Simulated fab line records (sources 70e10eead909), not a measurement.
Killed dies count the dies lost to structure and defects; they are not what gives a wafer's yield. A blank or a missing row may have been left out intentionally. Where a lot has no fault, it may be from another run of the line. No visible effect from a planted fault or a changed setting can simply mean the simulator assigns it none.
fab line records	flow nand-harc
record lots=24	wafers=72	last-day=33
route steps=1302 shown A_CONTACT@1066 A_BLC@1118
lots that met no fault: from a run of the same line without faults
start-h: the number of hours between the record's first day and the start of the first shown wafer of the lot	wait-h: hours from the lot's prior step to this one	" repeats the value in the row above	L1.1+2: a single row standing in for several wafers	- no value, or no start given	* or withheld: withheld	< > ~ a bound
route shown NAME@n: a module of which the file shows steps, and the number in the route of the first	usual: the fault-free wafers' mean and standard deviation	same: alike in all rows	chamber/n: place in a boat	sites: readings site by site	_std_site: the values' standard deviation	_edge_site: mean of outer sites minus mean of inner sites	radius-mm: for every site, how far away it sits from the centre of the wafer	mask NAME#n: copy n	behind: the tool/chamber that last shaped the wafer	hold: the reason the lot was held/the length of the hold in hours/how it ended	device: the n, p or np transistor that did not switch	end of line: the tests these same wafers got at the end of their route	a step given without rows: its recipe and nothing more	killed: not the wafer's yield, but the dies lost to structure and defects at the first sort	map: a wafer's dies, marking killed ones x, the rest . and places with no die _
set.NAME: the setting the step ran with; set.NAME@STEP: the setting that earlier step ran with	model.NAME: the simulator's own value behind a step, which no gauge read
one table for each step of the route and one row for each wafer, over a sample of lots
services: from which hour (start-h, from the record's first day; less than 0 if before it) a tool's chamber was out of use, for how many hours, and why
## steps
# step NHARC_A_CONTACT_DEP_84
# recipe target-thk-a=28000	temp-c=400	material=aC
# usual throttle-valve-pct=35.000/0.0075
lot.wafer	tool	chamber	start-h	wait-h	throttle-valve-pct
L076.1	acl-dep-02	0	524.79	-	35.001
L076.3	"	0	"	"	35.012
L076.4	"	0	"	"	34.993
L075.4	acl-dep-03	0	526.77	-	35.003
L075.5	"	0	"	"	35.002
L075.6	"	0	"	"	35.008
L077.3	acl-dep-03	0	528.21	-	34.998
L077.5	"	0	"	"	35.008
L077.6	"	0	"	"	34.991
L074.1	acl-dep-01	0	536.68	-	34.998
L074.5	"	0	537.81	-	34.994
L074.6	"	0	"	"	35.002
L078.1	acl-dep-02	0	545.52	-	35.012
L078.4	"	0	"	"	35.004
L078.5	"	0	"	"	35.001
L080.1	acl-dep-03	0	553.34	-	34.989
L080.5	"	0	554.47	-	34.997
L080.6	"	0	"	"	34.992
L079.3	acl-dep-02	0	553.44	-	35.001
L079.4	"	0	"	"	34.989
L079.6	"	0	"	"	34.989
L081.1	acl-dep-03	0	570.30	-	34.995
L081.2	"	0	"	"	34.992
L081.5	"	0	"	"	35.008
L082.1	acl-dep-03	0	579.70	-	34.993
L082.3	"	0	"	"	35.002
L082.6	"	0	"	"	35.003
L083.1	acl-dep-02	0	593.14	-	34.995
L083.3	"	0	"	"	34.992
L083.4	"	0	"	"	34.998
L084.1	acl-dep-03	0	604.73	-	34.994
L084.2	"	0	"	"	34.999
L084.3	"	0	"	"	35.008
L086.2	acl-dep-03	0	606.73	-	34.994
L086.5	"	0	"	"	34.997
L086.6	"	0	"	"	34.993
L085.3	acl-dep-03	0	614.43	-	35.011
L085.5	"	0	"	"	35.011
L085.6	"	0	"	"	34.988
L087.3	acl-dep-03	0	627.43	-	35.000
L087.4	"	0	"	"	35.006
L087.5	"	0	"	"	35.005
L088.2	acl-dep-01	0	649.28	-	35.003
L088.5	"	0	"	"	34.994
L088.6	"	0	"	"	35.005
L089.1	acl-dep-02	0	650.13	-	34.997
L089.2	"	0	"	"	34.992
L089.4	"	0	"	"	35.005
L091.2	acl-dep-02	0	666.22	-	34.975
L091.3	"	0	"	"	34.992
L091.4	"	0	"	"	35.008
L090.1	acl-dep-01	0	666.35	-	35.009
L090.2	"	0	"	"	34.995
L090.4	"	0	"	"	34.996
L092.1	acl-dep-03	0	683.09	-	35.004
L092.3	"	0	"	"	34.993
L092.6	"	0	"	"	34.998
L093.4	acl-dep-03	0	691.12	-	35.003
L093.5	"	0	"	"	34.994
L093.6	"	0	"	"	34.993
L094.1	acl-dep-01	0	710.84	-	34.994
L094.2	"	0	"	"	35.015
L094.4	"	0	"	"	34.998
L095.1	acl-dep-02	0	712.85	-	35.000
L095.3	"	0	"	"	35.001
L095.4	"	0	"	"	34.999
L096.1	acl-dep-02	0	722.07	-	35.009
L096.3	"	0	"	"	34.997
L096.5	"	0	"	"	35.007
L097.3	acl-dep-02	0	736.86	-	35.007
L097.4	"	0	"	"	35.003
L097.5	"	0	"	"	34.992
# step NHARC_A_CONTACT_DEP_85
# recipe target-thk-a=600	target-thk-nm=60	temp-c=400	pressure-torr=3.5	flow-sccm=200	rf-w=350	material=SiON
# usual heater-power-w=809/79	rf-fwd-power-W=348.7/1.1
lot.wafer	tool	chamber	start-h	wait-h	heater-power-w	rf-fwd-power-W
L076.3	pecvd-01	0	526.54	0.9	965	346.8
L076.1	"	1	"	"	851	347.9
L076.4	"	1	"	"	867	348.2
L075.4	pecvd-01	0	527.75	0.7	861	348.1
L075.5	"	1	"	"	813	348.1
L075.6	"	2	"	"	769	349.2
L077.3	pecvd-03	1	529.43	0.9	940	348.1
L077.5	"	0	"	"	745	350.0
L077.6	"	1	"	"	927	350.4
L074.1	pecvd-01	0	538.62	1.7	971	347.4
L074.6	"	0	"	"	945	346.6
L074.5	"	1	"	"	817	349.5
L078.1	pecvd-01	2	547.26	1.5	804	348.0
L078.4	"	1	"	"	755	348.2
L078.5	"	2	"	"	816	346.2
L079.3	pecvd-01	1	554.64	0.9	760	347.6
L079.4	"	0	"	"	831	345.5
L079.6	"	2	"	"	830	348.2
L080.1	pecvd-04	1	555.13	1.5	584	347.3
L080.5	"	0	"	"	781	349.2
L080.6	"	1	"	"	588	349.5
L081.2	pecvd-01	2	572.04	1.2	849	349.0
L081.1	"	1	"	"	769	349.4
L081.5	"	2	"	"	847	348.0
L082.1	pecvd-01	2	581.47	1.5	802	348.4
L082.3	"	1	"	"	802	347.5
L082.6	"	2	"	"	797	350.4
L083.1	pecvd-03	1	594.88	1.5	880	349.5
L083.3	"	0	"	"	706	347.6
L083.4	"	1	"	"	882	349.3
L084.1	pecvd-01	2	606.46	1.4	858	348.6
L084.3	"	0	"	"	977	347.7
L084.2	"	1	"	"	772	347.3
L086.2	pecvd-03	0	608.24	1.2	799	349.6
L086.5	"	2	"	"	774	346.9
L086.6	"	0	"	"	795	349.2
L085.3	pecvd-04	1	615.64	0.9	658	348.1
L085.6	"	0	"	"	714	347.6
L085.5	"	1	"	"	662	349.8
L087.3	pecvd-03	1	628.61	0.9	838	349.8
L087.5	"	0	"	"	792	348.7
L087.4	"	2	"	"	829	349.1
L088.2	pecvd-04	2	650.77	1.2	741	348.9
L088.6	"	1	"	"	735	350.7
L088.5	"	0	"	"	793	349.9
L089.2	pecvd-01	2	651.89	1.2	874	349.6
L089.1	"	1	"	"	873	346.6
L089.4	"	1	"	"	841	347.1
L091.2	pecvd-03	2	667.67	1.2	772	348.9
L091.3	"	0	"	"	741	347.9
L091.4	"	2	"	"	777	349.4
L090.2	pecvd-03	1	668.08	1.2	857	350.3
L090.1	"	2	"	"	801	349.8
L090.4	"	2	"	"	802	348.9
L092.1	pecvd-03	2	684.83	1.5	713	347.7
L092.3	"	0	"	"	669	350.1
L092.6	"	2	"	"	704	349.6
L093.4	pecvd-03	0	692.07	0.7	777	347.3
L093.5	"	1	"	"	876	349.3
L093.6	"	2	"	"	755	349.2
L094.2	pecvd-01	0	712.64	1.2	895	348.0
L094.1	"	1	"	"	861	350.2
L094.4	"	0	"	"	870	348.5
L095.1	pecvd-01	2	714.59	1.4	893	349.3
L095.3	"	0	"	"	772	348.4
L095.4	"	0	"	"	809	348.3
L096.1	pecvd-03	1	723.82	1.5	773	347.9
L096.3	"	2	"	"	809	348.6
L096.5	"	1	"	"	763	349.1
L097.3	pecvd-04	0	738.32	1.2	730	349.8
L097.4	"	2	"	"	697	349.5
L097.5	"	0	"	"	735	347.8
# step NHARC_A_CONTACT_ETCH_89
# recipe target-depth-a=2600	over-etch-frac=0.3	time-s=475.3	ion-energy-ev=200	n2-flow-sccm=150	h2-flow-sccm=150	ar-flow-sccm=0	rf-w=400	bias-w=150	chemistry=N2/H2
# usual drypump-motor-current-A=5.9/0.33	h2-flow-sccm=150.0/0.47	oes-product-au=1.003/0.01	rf-fwd-power-W=399.2/1.3	rf-vpp-V=429.0/1.9	showerhead-plenum-p-Torr=1.98/0.06	throttle-valve-pct=14.169/0.0093
# same over-etch-frac=0.3
lot.wafer	tool	chamber	start-h	wait-h	drypump-motor-current-A	h2-flow-sccm	oes-product-au	rf-fwd-power-W	rf-hours-counter-h	rf-vpp-V	showerhead-plenum-p-Torr	throttle-valve-pct
L076.4	rie-diel-11	2	-	-	5.7	150.1	1.002	398.6	15	428.1	1.96	14.161
L076.3	"	0	"	"	5.9	149.5	0.986	398.4	17	426.1	1.90	14.180
L076.1	"	1	"	"	5.9	150.7	1.002	400.1	16	430.1	2.01	14.155
L075.4	rie-diel-11	3	-	-	6.2	150.4	1.008	400.1	17	429.3	1.98	14.164
L075.5	"	0	"	"	5.9	149.9	0.997	397.1	-	425.3	1.90	14.178
L075.6	"	1	"	"	5.9	150.0	1.004	398.6	-	429.9	2.01	14.170
L077.3	rie-diel-08	0	-	-	5.2	150.1	1.005	397.2	53	430.2	2.02	14.167
L077.5	"	3	"	"	5.5	150.4	0.990	397.5	-	427.7	1.90	14.183
L077.6	"	0	"	"	5.2	149.6	1.008	397.9	-	429.4	2.02	14.170
L074.1	rie-diel-06	3	-	-	5.9	150.7	0.994	395.4	16	429.8	2.00	14.161
L074.6	"	3	"	"	5.9	150.5	0.989	398.3	-	429.4	2.00	14.177
L074.5	"	0	"	"	5.5	150.3	0.994	400.4	-	433.7	2.15	14.194
L078.1	rie-diel-11	3	-	-	6.2	150.9	1.014	399.8	23	428.0	1.98	14.163
L078.4	"	0	"	"	5.9	149.8	1.006	399.7	25	428.4	1.89	14.183
L078.5	"	1	"	"	5.9	151.0	1.005	399.8	-	430.7	2.01	14.159
L079.3	rie-diel-06	2	-	-	6.6	150.4	0.990	398.4	20	429.6	1.97	14.167
L079.4	"	0	"	"	5.5	149.9	0.987	398.9	17	434.3	2.15	14.162
L079.6	"	1	"	"	5.7	150.1	1.013	399.8	-	429.6	2.00	14.166
L080.1	rie-diel-11	0	-	-	5.9	150.1	0.998	399.0	27	427.2	1.89	14.171
L080.5	"	1	"	"	5.9	149.8	0.998	399.4	-	430.2	2.01	14.157
L080.6	"	2	"	"	5.7	149.9	1.002	398.5	-	426.5	1.95	14.164
L081.2	rie-diel-11	2	-	-	5.7	150.0	1.002	400.3	27	428.2	1.95	14.177
L081.1	"	0	"	"	5.9	150.1	0.990	399.9	28	427.0	1.89	14.162
L081.5	"	0	"	"	5.9	149.9	0.994	398.0	-	427.1	1.89	14.177
L082.1	rie-diel-11	1	-	-	5.9	149.8	1.000	401.1	27	431.3	2.01	14.166
L082.3	"	2	"	"	5.7	150.2	1.000	399.5	28	428.5	1.95	14.157
L082.6	"	0	"	"	5.9	150.6	0.990	400.0	-	427.4	1.89	14.157
L083.4	rie-diel-11	0	-	-	5.9	149.9	1.002	400.7	32	426.5	1.89	14.169
L083.1	"	1	"	"	5.9	150.3	0.996	398.4	30	429.7	2.01	14.146
L083.3	"	2	"	"	5.7	149.7	1.004	397.9	32	427.5	1.95	14.181
L084.1	rie-diel-11	2	-	-	5.7	149.3	0.998	399.0	33	428.0	1.95	14.163
L084.2	"	0	"	"	5.9	150.2	1.008	397.6	34	426.7	1.89	14.168
L084.3	"	1	"	"	5.9	149.9	0.992	402.0	32	429.2	2.01	14.171
L086.2	rie-diel-06	2	-	-	6.7	150.5	0.988	400.0	42	428.0	1.97	14.168
L086.5	"	3	"	"	5.9	149.6	1.012	399.7	-	429.6	2.00	14.153
L086.6	"	0	"	"	5.5	150.3	0.991	399.9	-	434.0	2.14	14.171
L085.3	rie-diel-06	1	-	-	5.7	149.4	1.011	399.4	40	426.8	1.99	14.173
L085.5	"	1	"	"	5.7	149.5	1.012	399.7	-	429.1	1.99	14.172
L085.6	"	2	"	"	6.7	150.0	0.992	400.3	-	429.3	1.97	14.158
L087.4	rie-diel-06	3	-	-	5.9	149.3	1.003	397.0	39	429.4	1.99	14.157
L087.3	"	1	"	"	5.7	149.5	1.002	398.2	42	428.9	1.99	14.179
L087.5	"	3	"	"	5.9	149.4	1.008	397.3	-	429.5	1.99	14.174
L088.2	rie-diel-08	0	-	-	5.2	150.6	1.028	399.5	33	429.3	2.01	14.167
L088.6	"	1	"	"	5.8	150.2	1.010	402.6	-	431.7	2.05	14.157
L088.5	"	2	"	"	5.4	150.2	1.011	399.5	-	429.4	1.99	14.179
L089.2	rie-diel-06	2	-	-	6.6	148.8	1.005	400.6	58	428.0	1.96	14.158
L089.1	"	3	"	"	5.9	148.9	0.997	398.8	50	430.2	1.99	14.170
L089.4	"	0	"	"	5.5	150.5	0.980	397.1	49	433.6	2.13	14.162
L091.2	rie-diel-08	0	-	-	5.2	150.6	1.015	399.2	39	429.5	2.01	14.171
L091.3	"	1	"	"	5.7	150.0	1.010	400.5	39	430.6	2.05	14.164
L091.4	"	3	"	"	5.5	150.2	0.994	398.4	39	425.6	1.88	14.175
L090.1	rie-diel-08	2	-	-	5.4	150.9	0.998	397.9	42	428.7	1.99	14.190
L090.2	"	0	"	"	5.2	150.4	1.017	399.0	40	431.4	2.01	14.166
L090.4	"	2	"	"	5.4	149.5	0.998	398.3	-	429.9	1.99	14.178
L092.1	rie-diel-11	3	-	-	6.2	149.3	1.020	399.3	10	428.2	1.97	14.169
L092.3	"	1	"	"	5.9	150.5	1.004	397.7	11	428.6	2.00	14.173
L092.6	"	0	"	"	5.9	149.5	1.017	399.8	-	426.0	1.89	14.164
L093.4	rie-diel-11	2	-	-	5.7	150.1	1.003	399.6	10	427.5	1.95	14.177
L093.6	"	2	"	"	5.7	149.6	1.021	398.8	-	428.3	1.94	14.166
L093.5	"	3	"	"	6.2	150.4	1.011	400.5	-	428.6	1.97	14.164
L094.4	rie-diel-11	3	-	-	6.2	150.5	1.009	400.1	15	428.2	1.97	14.177
L094.1	"	0	"	"	5.9	149.3	1.009	401.5	13	425.4	1.89	14.179
L094.2	"	2	"	"	5.7	150.4	1.016	400.2	13	430.1	1.94	14.159
L095.3	rie-diel-11	0	-	-	5.9	150.2	1.010	398.8	14	425.5	1.89	14.171
L095.1	"	2	"	"	5.7	150.3	1.012	398.5	14	429.4	1.94	14.157
L095.4	"	3	"	"	6.2	150.3	1.008	397.2	16	429.6	1.97	14.170
L096.3	rie-diel-06	1	-	-	5.7	150.1	1.005	398.8	13	428.6	1.98	14.150
L096.1	"	0	"	"	5.5	150.5	0.993	398.5	15	432.9	2.13	14.164
L096.5	"	2	"	"	6.6	149.3	0.983	398.0	-	429.1	1.95	14.170
L097.4	rie-diel-11	1	-	-	5.9	149.8	1.004	398.9	19	430.9	2.00	14.176
L097.3	"	0	"	"	5.9	150.3	1.010	398.9	18	426.6	1.88	14.172
L097.5	"	2	"	"	5.7	150.1	1.030	398.0	-	429.2	1.94	14.162
# step NHARC_A_CONTACT_INSPECT_23
# usual raw-defect-count=497/130
lot.wafer	tool	chamber	start-h	wait-h	raw-defect-count
L076.1	defect-inspect-01	-	533.66	0.1	371
L076.3	"	-	"	"	317
L076.4	"	-	"	"	472
L075.4	defect-inspect-02	-	534.40	0.1	650
L075.5	"	-	"	"	381
L075.6	"	-	"	"	789
L077.3	defect-inspect-02	-	539.98	0.1	420
L077.5	"	-	"	"	411
L077.6	"	-	"	"	454
L074.1	defect-inspect-02	-	545.36	0.1	575
L074.5	"	-	"	"	617
L074.6	"	-	"	"	747
L078.1	defect-inspect-01	-	553.81	0.1	406
L078.4	"	-	"	"	602
L078.5	"	-	"	"	588
L079.3	defect-inspect-02	-	561.09	0.1	596
L079.4	"	-	"	"	606
L079.6	"	-	"	"	587
L080.1	defect-inspect-01	-	561.85	0.1	723
L080.5	"	-	"	"	380
L080.6	"	-	"	"	522
L081.1	defect-inspect-01	-	578.76	0.1	812
L081.2	"	-	"	"	797
L081.5	"	-	"	"	556
L082.1	defect-inspect-02	-	588.03	0.1	445
L082.3	"	-	"	"	639
L082.6	"	-	"	"	491
L083.1	defect-inspect-01	-	601.93	0.1	500
L083.3	"	-	"	"	466
L083.4	"	-	"	"	805
L084.1	defect-inspect-01	-	615.18	0.1	415
L084.2	"	-	"	"	358
L084.3	"	-	"	"	386
L086.2	defect-inspect-01	-	616.00	0.1	362
L086.5	"	-	"	"	467
L086.6	"	-	"	"	493
L085.3	defect-inspect-01	-	622.13	0.1	562
L085.5	"	-	"	"	600
L085.6	"	-	"	"	668
L087.3	defect-inspect-02	-	636.02	0.1	328
L087.4	"	-	"	"	284
L087.5	"	-	"	"	341
L088.2	defect-inspect-01	-	657.72	0.1	446
L088.5	"	-	"	"	581
L088.6	"	-	"	"	394
L089.1	defect-inspect-01	-	659.79	0.1	362
L089.2	"	-	"	"	431
L089.4	"	-	"	"	410
L091.2	defect-inspect-01	-	674.71	0.1	510
L091.3	"	-	"	"	550
L091.4	"	-	"	"	652
L090.1	defect-inspect-01	-	675.88	0.1	537
L090.2	"	-	"	"	281
L090.4	"	-	"	"	553
L092.1	defect-inspect-01	-	691.25	0.1	328
L092.3	"	-	"	"	389
L092.6	"	-	"	"	411
L093.4	defect-inspect-02	-	698.49	0.1	485
L093.5	"	-	"	"	424
L093.6	"	-	"	"	378
L094.1	defect-inspect-01	-	719.15	0.1	317
L094.2	"	-	"	"	397
L094.4	"	-	"	"	333
L095.1	defect-inspect-02	-	721.00	0.1	526
L095.3	"	-	"	"	429
L095.4	"	-	"	"	477
L096.1	defect-inspect-01	-	730.36	0.1	842
L096.3	"	-	"	"	657
L096.5	"	-	"	"	437
L097.3	defect-inspect-01	-	744.76	0.1	338
L097.4	"	-	"	"	501
L097.5	"	-	"	"	598
# step NHARC_A_BLC_OVL_MEAS_11
# usual overlay-x-nm=0.1/0.9	overlay-y-nm=0.0/0.82
lot.wafer	tool	chamber	start-h	wait-h	overlay-x-nm	overlay-y-nm
L076.1	overlay-02	-	534.25	-	1.0	-0.1
L076.3	"	-	"	"	0.4	0.2
L076.4	"	-	"	"	0.6	0.5
L075.4	overlay-01	-	535.00	-	0.8	1.2
L075.5	"	-	"	"	1.1	1.6
L075.6	"	-	"	"	0.8	1.4
L077.3	overlay-01	-	540.45	-	-0.4	-1.3
L077.5	"	-	"	"	-0.9	-0.8
L077.6	"	-	"	"	-0.7	-1.0
L074.1	overlay-02	-	545.95	-	-1.9	-0.4
L074.5	"	-	"	"	-1.6	-0.4
L074.6	"	-	"	"	-1.4	0.0
L078.1	overlay-02	-	554.40	-	0.3	0.8
L078.4	"	-	"	"	0.7	0.7
L078.5	"	-	"	"	0.7	0.6
L079.3	overlay-02	-	561.56	-	-0.5	1.5
L079.4	"	-	"	"	-0.3	1.7
L079.6	"	-	"	"	-0.6	1.6
L080.1	overlay-01	-	562.44	-	-1.1	0.1
L080.5	"	-	"	"	-1.4	-0.5
L080.6	"	-	"	"	-1.5	-0.5
L081.1	overlay-01	-	579.24	-	-0.7	-0.3
L081.2	"	-	"	"	-0.6	-0.6
L081.5	"	-	"	"	0.0	-0.7
L082.1	overlay-01	-	588.50	-	0.1	0.4
L082.3	"	-	"	"	0.2	0.1
L082.6	"	-	"	"	0.1	0.0
L083.1	overlay-02	-	602.53	-	0.7	-0.7
L083.3	"	-	"	"	0.2	-0.6
L083.4	"	-	"	"	0.5	-0.5
L084.1	overlay-01	-	615.77	-	0.2	0.1
L084.2	"	-	"	"	0.7	0.0
L084.3	"	-	"	"	0.0	-0.7
L086.2	overlay-02	-	616.48	-	0.0	0.1
L086.5	"	-	"	"	1.0	-0.1
L086.6	"	-	"	"	0.3	-0.6
L085.3	overlay-02	-	622.60	-	0.4	0.2
L085.5	"	-	"	"	1.2	0.0
L085.6	"	-	"	"	1.2	0.3
L087.3	overlay-01	-	636.62	-	1.6	-1.4
L087.4	"	-	"	"	1.4	-1.1
L087.5	"	-	"	"	1.7	-1.1
L088.2	overlay-02	-	658.31	-	-0.3	0.3
L088.5	"	-	"	"	0.5	0.1
L088.6	"	-	"	"	0.5	-0.5
L089.1	overlay-01	-	660.39	-	1.6	-1.4
L089.2	"	-	"	"	2.1	-1.1
L089.4	"	-	"	"	2.0	-1.4
L091.2	overlay-02	-	675.18	-	0.8	1.8
L091.3	"	-	"	"	1.2	0.9
L091.4	"	-	"	"	0.8	1.4
L090.1	overlay-02	-	676.47	-	-0.5	-0.6
L090.2	"	-	"	"	-0.2	-0.8
L090.4	"	-	"	"	-0.3	-0.1
L092.1	overlay-01	-	691.85	-	-0.2	0.4
L092.3	"	-	"	"	-0.1	-0.1
L092.6	"	-	"	"	-0.7	0.4
L093.4	overlay-02	-	699.08	-	-0.7	0.2
L093.5	"	-	"	"	-0.6	0.7
L093.6	"	-	"	"	-0.7	0.8
L094.1	overlay-02	-	719.62	-	-0.6	0.3
L094.2	"	-	"	"	-0.3	0.3
L094.4	"	-	"	"	-0.4	0.6
L095.1	overlay-02	-	721.47	-	-0.2	0.1
L095.3	"	-	"	"	-0.1	-0.3
L095.4	"	-	"	"	0.3	-0.5
L096.1	overlay-02	-	730.96	-	-0.6	0.0
L096.3	"	-	"	"	-1.1	0.3
L096.5	"	-	"	"	-0.8	0.3
L097.3	overlay-01	-	745.36	-	0.2	1.0
L097.4	"	-	"	"	-0.2	1.6
L097.5	"	-	"	"	-0.8	0.7
# step NHARC_A_BLC_STRIP_29
# recipe cf4-flow-sccm=150	ar-flow-sccm=0	bias-w=0	chemistry=CF4
# usual drypump-motor-current-A=5.6/0.35	oes-product-au=0.999/0.0096	rf-vpp-V=59.2/0.87	showerhead-plenum-p-Torr=1.75/0.07	throttle-valve-pct=13.284/0.0092
lot.wafer	tool	chamber	start-h	wait-h	drypump-motor-current-A	oes-product-au	rf-hours-counter-h	rf-vpp-V	showerhead-plenum-p-Torr	throttle-valve-pct
L076.1	rie-diel-09	1	535.39	0.1	5.2	1.000	2	58.5	1.67	13.286
L076.4	"	3	"	"	5.5	0.998	2	58.5	1.64	13.271
L076.3	"	0	"	"	6.3	0.997	3	59.4	1.78	13.265
L075.4	rie-diel-09	0	536.36	0.1	6.3	0.995	3	60.3	1.78	13.285
L075.6	"	0	"	"	6.3	0.995	-	58.1	1.78	13.286
L075.5	"	1	"	"	5.2	0.987	-	59.8	1.67	13.298
L077.3	rie-diel-03	0	541.63	0.1	5.2	0.999	6	59.4	1.75	13.299
L077.6	"	1	"	"	5.9	0.984	-	59.4	1.66	13.288
L077.5	"	2	"	"	5.8	1.011	-	58.0	1.82	13.288
L074.1	rie-diel-03	3	547.12	0.1	5.7	1.001	5	59.0	1.73	13.279
L074.5	"	0	"	"	5.2	0.996	-	59.1	1.75	13.289
L074.6	"	1	"	"	5.9	0.994	-	58.5	1.66	13.285
L078.4	rie-diel-03	2	556.00	0.1	5.8	1.009	5	58.8	1.82	13.306
L078.1	"	0	"	"	5.2	1.001	6	60.1	1.75	13.265
L078.5	"	1	"	"	5.8	1.003	-	57.7	1.66	13.284
L079.3	rie-diel-03	1	562.72	0.1	5.8	1.002	5	59.3	1.66	13.303
L079.4	"	2	"	"	5.8	1.011	6	60.1	1.82	13.269
L079.6	"	1	"	"	5.8	1.000	-	58.7	1.66	13.280
L080.1	rie-diel-03	1	563.61	0.1	5.8	1.001	5	59.3	1.66	13.297
L080.6	"	2	"	"	5.8	1.014	-	60.3	1.82	13.292
L080.5	"	3	"	"	5.7	1.004	-	58.2	1.73	13.288
L081.1	rie-diel-09	3	580.37	0.1	5.5	1.000	7	59.1	1.64	13.273
L081.2	"	1	"	"	5.2	0.977	5	58.2	1.67	13.301
L081.5	"	0	"	"	6.3	0.988	-	59.5	1.78	13.291
L082.3	rie-diel-09	1	589.64	0.1	5.2	0.982	6	57.4	1.67	13.285
L082.1	"	3	"	"	5.5	0.998	8	59.3	1.64	13.284
L082.6	"	1	"	"	5.2	0.991	-	58.8	1.67	13.289
L083.3	rie-diel-03	3	603.66	0.1	5.7	1.013	9	59.9	1.73	13.302
L083.1	"	0	"	"	5.2	1.004	10	59.0	1.75	13.285
L083.4	"	2	"	"	5.8	1.012	9	58.6	1.81	13.279
L084.2	rie-diel-03	1	616.91	0.1	5.8	1.010	9	58.2	1.66	13.294
L084.1	"	2	"	"	5.8	1.011	10	59.5	1.81	13.275
L084.3	"	3	"	"	5.7	1.013	10	58.9	1.73	13.285
L086.2	rie-diel-07	2	617.63	0.1	5.2	0.988	42	60.0	1.81	13.266
L086.6	"	1	"	"	5.0	0.993	-	58.5	1.79	13.286
L086.5	"	2	"	"	5.2	0.993	-	59.7	1.81	13.291
L085.3	rie-diel-03	3	623.73	0.1	5.7	1.004	11	58.8	1.73	13.274
L085.5	"	3	"	"	5.7	1.011	-	59.2	1.73	13.278
L085.6	"	0	"	"	5.2	1.001	-	57.7	1.75	13.279
L087.4	rie-diel-09	2	638.02	0.1	5.7	0.999	10	61.0	1.85	13.274
L087.3	"	0	"	"	6.3	0.996	11	59.8	1.78	13.282
L087.5	"	3	"	"	5.5	0.998	-	60.2	1.64	13.293
L088.2	rie-diel-03	3	659.46	0.1	5.7	1.017	1	58.7	1.73	13.303
L088.6	"	2	"	"	5.8	1.021	-	58.9	1.81	13.276
L088.5	"	3	"	"	5.7	1.010	-	59.7	1.73	13.294
L089.2	rie-diel-03	2	661.52	0.1	5.8	1.010	1	60.1	1.81	13.283
L089.1	"	3	"	"	5.7	1.005	1	59.8	1.73	13.291
L089.4	"	1	"	"	5.8	1.010	1	59.6	1.66	13.294
L091.3	rie-diel-03	1	676.31	0.1	5.8	1.010	2	57.9	1.66	13.279
L091.4	"	2	"	"	5.8	1.016	2	58.7	1.81	13.289
L091.2	"	3	"	"	5.7	1.007	2	58.5	1.73	13.279
L090.4	rie-diel-07	3	677.61	0.1	5.3	0.997	5	59.1	1.72	13.280
L090.1	"	1	"	"	5.0	0.996	6	59.2	1.79	13.276
L090.2	"	2	"	"	5.2	0.999	5	57.5	1.81	13.282
L092.3	rie-diel-07	1	693.18	0.1	5.0	0.982	9	57.8	1.79	13.294
L092.1	"	2	"	"	5.2	0.991	7	58.2	1.81	13.271
L092.6	"	0	"	"	6.1	0.988	-	60.1	1.84	13.282
L093.4	rie-diel-09	2	700.23	0.1	5.7	1.008	2	58.1	1.85	13.279
L093.5	"	1	"	"	5.2	1.008	-	58.4	1.67	13.284
L093.6	"	2	"	"	5.7	1.004	-	60.9	1.85	13.280
L094.1	rie-diel-09	2	720.77	0.1	5.7	1.007	4	59.5	1.85	13.282
L094.2	"	3	"	"	5.5	0.979	4	58.3	1.64	13.279
L094.4	"	0	"	"	6.3	0.998	4	60.2	1.77	13.288
L095.4	rie-diel-03	1	722.61	0.1	5.8	1.005	6	60.8	1.65	13.278
L095.3	"	2	"	"	5.8	1.009	6	57.9	1.81	13.279
L095.1	"	3	"	"	5.7	1.000	6	60.8	1.72	13.284
L096.3	rie-diel-07	1	732.10	0.1	5.0	0.983	23	58.4	1.78	13.285
L096.1	"	3	"	"	5.3	1.003	25	60.7	1.72	13.275
L096.5	"	2	"	"	5.2	0.989	-	59.0	1.80	13.276
L097.3	rie-diel-09	2	746.49	0.1	5.7	1.000	6	59.4	1.85	13.289
L097.4	"	3	"	"	5.5	0.972	7	59.4	1.64	13.290
L097.5	"	2	"	"	5.7	1.001	-	59.2	1.85	13.293
## services
tool	chamber	start-h	hours	kind
rie-diel-09	0	501.75	4.1	repair
pecvd-01	1	511.45	3.5	repair
acl-dep-02	-	516.73	1.5	repair
rie-diel-11	-	524.67	0.5	repair
rie-diel-03	3	534.76	4.0	repair
rie-diel-11	3	538.83	4.8	repair
pecvd-03	-	547.16	13.0	pm
pecvd-01	-	592.65	5.9	repair
rie-diel-11	-	610.09	9.0	pm
acl-dep-02	-	612.01	13.0	pm
pecvd-01	1	625.14	10.8	repair
rie-diel-03	-	635.30	9.0	pm
rie-diel-11	0	638.44	8.4	repair
rie-diel-11	3	641.77	4.4	repair
rie-diel-09	1	642.99	2.7	repair
rie-diel-11	2	655.86	10.1	repair
acl-dep-03	-	669.34	13.0	pm
pecvd-01	-	673.38	13.0	pm
rie-diel-09	-	674.10	9.0	pm
pecvd-03	1	697.70	5.4	repair
rie-diel-11	2	703.06	4.4	repair
rie-diel-11	2	723.19	3.4	repair
pecvd-03	-	728.18	13.0	pm
rie-diel-03	-	732.67	0.6	repair
## key
fault none
